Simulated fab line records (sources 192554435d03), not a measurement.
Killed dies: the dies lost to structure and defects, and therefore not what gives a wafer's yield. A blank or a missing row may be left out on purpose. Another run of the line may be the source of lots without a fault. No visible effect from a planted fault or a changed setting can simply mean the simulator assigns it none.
Chamber matching	flow n5-finfet	N5_BEOL_M5_CURE_80 on uv-cure-01: 3 sister chambers
The step cures SiCOH lowk, time 120 s. 6 wafers are shown with their chamber, then 9 later ones without.

## WAFERS, EACH WITH ITS CHAMBER
wafer	chamber	wafer_temp_C_max	lamp-power-pct (%)
L080.3	1	373.2	52.36
L080.6	1	373.5	52.36
L079.5	2	372.5	52.30
L079.6	2	371.6	52.29
L081.5	0	373.4	52.27
L081.6	0	372.5	52.39

## WAFERS MISSING THEIR CHAMBER
wafer	wafer_temp_C_max	lamp-power-pct (%)
L083.4	372.7	52.25
L083.5	372.6	52.39
L083.6	373.7	52.30
L086.1	372.9	52.32
L086.3	372.2	52.30
L086.5	371.9	52.33
L090.1	371.5	52.29
L090.3	371.5	52.35
L090.5	372.1	52.24

## WHICH CHAMBER EACH WENT THROUGH
wafer	from the rows above	in truth
L083.4	can't be placed: 2 or 0 or 1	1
L083.5	can't be placed: 0 or 1 or 2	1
L083.6	can't be placed: 1 or 0 or 2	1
L086.1	can't be placed: 0 or 1 or 2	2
L086.3	can't be placed: 2 or 0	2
L086.5	can't be placed: 2 or 0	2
L090.1	can't be placed: 2 or 0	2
L090.3	can't be placed: 2 or 0 or 1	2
L090.5	can't be placed: 2 or 0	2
Correctly placed: 0 of 9. From these rows, 9 cannot be placed; in 9 the true chamber is one of the candidates. 0 placed wrongly.
How it was worked out, from the rows above alone: a wafer's distance from a chamber is the root of the sum, over the readings, of the square of ((its reading less the chamber's mean) divided by the reading's scatter). If the next closest chamber is less than 2 further off than the closest, the wafer can't be placed; otherwise it belongs to the closest. For every chamber, the mean is computed from those of its wafers that are shown. The scatter: the root of (the sum of the squares of (reading less its chamber's mean) over the shown wafers, divided by (wafers less chambers)).
